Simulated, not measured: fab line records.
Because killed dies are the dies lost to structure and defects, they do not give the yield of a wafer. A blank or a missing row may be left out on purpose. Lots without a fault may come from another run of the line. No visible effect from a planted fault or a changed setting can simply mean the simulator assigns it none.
Split-lot trial :: flow n5-finfet :: on a route of 1938 steps: 7 lots, 21 wafers read

== THE SPLIT ITSELF ==
At N5_MOL_CONTACT_COAG_COAT_58 (time 60 s, resist thk 10 nm), the setting spin-rpm was moved away from the recipe's 1500 rpm on 8 of the 21 wafers read, by -9.9% to +9.1%. This setting was run at the recipe's value on the other wafers.

== FROM THE SPLIT TO THE READING: what the file shows between them, 3 steps ==
- N5_MOL_CONTACT_COAG_COAT_02: resist thk 30 nm
- N5_MOL_CONTACT_COAG_EBR_04
- N5_MOL_CONTACT_COAG_DESCUM_13: chemistry O2, time 7 s

== THE READING ==
etch.depth-nm (the simulator's own value, which no gauge read), in nm, at N5_MOL_CONTACT_COAG_ETCH_59 (etches underlayer in N2/H2, target depth 13 nm, time 10.4 s). The file does not state a usual value for it. The 13 wafers here that ran the recipe average 10.007 nm, standard deviation 0.025 nm.

wafer: L074.1
tool, chamber at the split: litho-track-02, 0
spin-rpm as run, rpm: 1500
against the recipe: recipe
etch.depth-nm, nm: 9.989
against lot-mates on the recipe: -

wafer: L074.3
tool, chamber at the split: litho-track-02, 0
spin-rpm as run, rpm: 1500
against the recipe: recipe
etch.depth-nm, nm: 10.01
against lot-mates on the recipe: -

wafer: L074.4
tool, chamber at the split: litho-track-02, 0
spin-rpm as run, rpm: 1500
against the recipe: recipe
etch.depth-nm, nm: 10.02
against lot-mates on the recipe: -

wafer: L077.1
tool, chamber at the split: litho-track-02, 0
spin-rpm as run, rpm: 1351
against the recipe: -9.9%
etch.depth-nm, nm: 10.5
against lot-mates on the recipe: no lot-mate on the recipe

wafer: L077.2
tool, chamber at the split: litho-track-02, 0
spin-rpm as run, rpm: 1351
against the recipe: -9.9%
etch.depth-nm, nm: 10.56
against lot-mates on the recipe: no lot-mate on the recipe

wafer: L077.4
tool, chamber at the split: litho-track-02, 0
spin-rpm as run, rpm: 1351
against the recipe: -9.9%
etch.depth-nm, nm: 10.54
against lot-mates on the recipe: no lot-mate on the recipe

wafer: L080.3
tool, chamber at the split: litho-track-01, 0
spin-rpm as run, rpm: 1433
against the recipe: -4.5%
etch.depth-nm, nm: 10.23
against lot-mates on the recipe: +0.195

wafer: L080.4
tool, chamber at the split: litho-track-01, 0
spin-rpm as run, rpm: 1500
against the recipe: recipe
etch.depth-nm, nm: 10.05
against lot-mates on the recipe: -

wafer: L080.5
tool, chamber at the split: litho-track-01, 0
spin-rpm as run, rpm: 1500
against the recipe: recipe
etch.depth-nm, nm: 10.02
against lot-mates on the recipe: -

wafer: L085.2
tool, chamber at the split: litho-track-05, 0
spin-rpm as run, rpm: 1500
against the recipe: recipe
etch.depth-nm, nm: 10.03
against lot-mates on the recipe: -

wafer: L085.3
tool, chamber at the split: litho-track-05, 0
spin-rpm as run, rpm: 1500
against the recipe: recipe
etch.depth-nm, nm: 10.03
against lot-mates on the recipe: -

wafer: L085.4
tool, chamber at the split: litho-track-05, 0
spin-rpm as run, rpm: 1500
against the recipe: recipe
etch.depth-nm, nm: 10.03
against lot-mates on the recipe: -

wafer: L092.1
tool, chamber at the split: litho-track-02, 0
spin-rpm as run, rpm: 1500
against the recipe: recipe
etch.depth-nm, nm: 9.989
against lot-mates on the recipe: -

wafer: L092.2
tool, chamber at the split: litho-track-02, 0
spin-rpm as run, rpm: 1637
against the recipe: +9.1%
etch.depth-nm, nm: 9.584
against lot-mates on the recipe: -0.387

wafer: L092.4
tool, chamber at the split: litho-track-02, 0
spin-rpm as run, rpm: 1500
against the recipe: recipe
etch.depth-nm, nm: 9.952
against lot-mates on the recipe: -

wafer: L093.1
tool, chamber at the split: litho-track-05, 0
spin-rpm as run, rpm: 1581
against the recipe: +5.4%
etch.depth-nm, nm: 9.769
against lot-mates on the recipe: -0.223

wafer: L093.3
tool, chamber at the split: litho-track-05, 0
spin-rpm as run, rpm: 1581
against the recipe: +5.4%
etch.depth-nm, nm: 9.735
against lot-mates on the recipe: -0.257

wafer: L093.4
tool, chamber at the split: litho-track-05, 0
spin-rpm as run, rpm: 1500
against the recipe: recipe
etch.depth-nm, nm: 9.992
against lot-mates on the recipe: -

wafer: L095.1
tool, chamber at the split: litho-track-02, 0
spin-rpm as run, rpm: 1426
against the recipe: -4.9%
etch.depth-nm, nm: 10.25
against lot-mates on the recipe: +0.258

wafer: L095.2
tool, chamber at the split: litho-track-02, 0
spin-rpm as run, rpm: 1500
against the recipe: recipe
etch.depth-nm, nm: 9.984
against lot-mates on the recipe: -

wafer: L095.5
tool, chamber at the split: litho-track-02, 0
spin-rpm as run, rpm: 1500
against the recipe: recipe
etch.depth-nm, nm: 10
against lot-mates on the recipe: -

THE FIT
A straight line over all 21 wafers: etch.depth-nm changes by -0.0505 nm for each +1% of spin-rpm; r = -0.99; the points scatter about the line by 0.027 nm.
The same after taking each lot's own level away (the mean of its wafers on the recipe; 18 wafers): -0.0446 nm for each +1%; r = -0.99; scatter 0.016 nm.
That fit puts the effect of the largest move of spin-rpm on the reading at 0.44 nm.
The span of the lots' own levels, 9.9705 to 10.0350 nm, comes to 2.6 times the standard deviation stated above.
Hence the slope depends on the lot-to-lot level, as the two fits are not the same.
Check: -0.42 nm against its lot-mates is what the line predicts for one of the wafers moved furthest among these (+9.1%) when that wafer is left out of the fit. Against them it came out at -0.387 nm.

== THE OTHER SPLITS THESE WAFERS WENT THROUGH ==
These wafers also went through other splits before the reading. Each is held against what the fit with the lots' levels taken away leaves over:
other split on the same wafers: N5_HKMG_FIN_EXPOSE_46 dose-mj
wafers away from the commonest value: 7
r with etch.depth-nm (lot level and that fit taken away): +0.44

other split on the same wafers: N5_HKMG_FIN_ETCH_54 source-w
wafers away from the commonest value: 5
r with etch.depth-nm (lot level and that fit taken away): -0.23

other split on the same wafers: N5_HKMG_FIN_COAT_06 spin-rpm
wafers away from the commonest value: 11
r with etch.depth-nm (lot level and that fit taken away): +0.00

other split on the same wafers: N5_HKMG_FIN_DEVELOP_11 develop-time-s
wafers away from the commonest value: 6
r with etch.depth-nm (lot level and that fit taken away): -0.04

== THE WHOLE CHAIN: every reading that the file lists as answering this split, in the file's order ==
step: N5_MOL_CONTACT_COAG_COAT_58
what it does: time 60 s, resist thk 10 nm
reading: underlayer_of_MOL_CONTACT_COAG_COAT_58.thk-nm (the simulator's own value, which no gauge read)
change (the file's fit): -0.0422 nm for each +1% of the setting
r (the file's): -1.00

step: N5_MOL_CONTACT_COAG_ETCH_59
what it does: etches underlayer in N2/H2, target depth 13 nm, time 10.4 s
reading: etch.depth-nm (the simulator's own value, which no gauge read)
change (the file's fit): -0.0443 nm for each +1% of the setting
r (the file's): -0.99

== THE FILE'S OWN FIT ==
etch.depth-nm changes by -0.0443 nm for each +1% of spin-rpm, r = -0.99.
